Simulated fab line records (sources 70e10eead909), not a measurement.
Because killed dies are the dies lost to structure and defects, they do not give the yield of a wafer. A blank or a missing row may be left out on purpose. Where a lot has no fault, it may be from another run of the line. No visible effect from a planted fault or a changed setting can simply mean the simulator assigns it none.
The same fault as seen by 2 desks / flow nand harc / only its own numbers are on each desk; what lay behind them is given at the end

FROM THE METROLOGY DESK
Lot by lot, what the gauges showed, no matter which tool ran the lot: averages of those sampled wafers that carry a number. A lot is out of limits, marked OUT, if its mean lies more than 4 standard deviations from the usual mean; the brackets give that distance.
Columns: A = cd nm at NHARC_P_ZERO_WELL_CD_MEAS_24, usual 719.7 nm; B = cd nm at NHARC_P_ZERO_WELL_CD_MEAS_37, usual 720.1 nm; C = cd nm at NHARC_P_ZERO_WELL_CD_MEAS_52, usual 1999.8 nm
lot=L334; first seen here=day 1 22:35; A=719.1; B=721.5; C=1999.4
lot=L342; first seen here=day 5 08:50; A=720.8; B=718.8; C=2001.2
lot=L345; first seen here=day 6 12:31; A=719.0; B=720.1; C=1999.5
lot=L354; first seen here=day 10 07:50; A=721.3; B=722.2; C=1999.7
lot=L357; first seen here=day 11 12:30; A=720.3; B=719.8; C=1999.6
This desk's finding: nothing out of limits on any of the 5 lots.

THE DEFECT DESK
Per lot, the means of the sampled wafers with a number show what the inspections along the route counted. A lot is out of limits, marked OUT, if its mean lies more than 4 standard deviations from the usual mean; the brackets give that distance.
Columns: A = raw defect count at NHARC_P_ZERO_WELL_INSPECT_43, usual 13; B = raw defect count at NHARC_P_STI_INSPECT_11, usual 6.1
lot=L334; first seen here=day 2 03:41; A=11; B=6.0
lot=L342; first seen here=day 5 13:49; A=14; B=6.7
lot=L345; first seen here=day 6 17:26; A=13; B=8.0
lot=L354; first seen here=day 10 13:25; A=586 (+99 or more) OUT; B=579.0 (+99 or more) OUT
lot=L357; first seen here=day 11 17:37; A=13; B=8.3
This desk finds L354 out of limits, L354 being first, at day 10 13:25 (raw defect count at NHARC_P_ZERO_WELL_INSPECT_43). Within limits: L334, L342, L345, L357.

PUT TOGETHER
The defect desk could have raised an alarm at day 10 13:25, on L354.
Metrology desk: nothing out of limits seen.
The metrology desk holds a record of L354, inside its limits.
On wet bench-07, each named lot ran NHARC_P_ZERO_WELL_STRIP_28.

WHAT THE SIMULATOR PUT IN
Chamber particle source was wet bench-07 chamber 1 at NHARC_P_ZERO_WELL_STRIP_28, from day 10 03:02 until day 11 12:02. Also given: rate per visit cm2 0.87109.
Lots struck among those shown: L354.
Hours from the fault's start to each desk's first reading out of limits: the defect desk, 10.
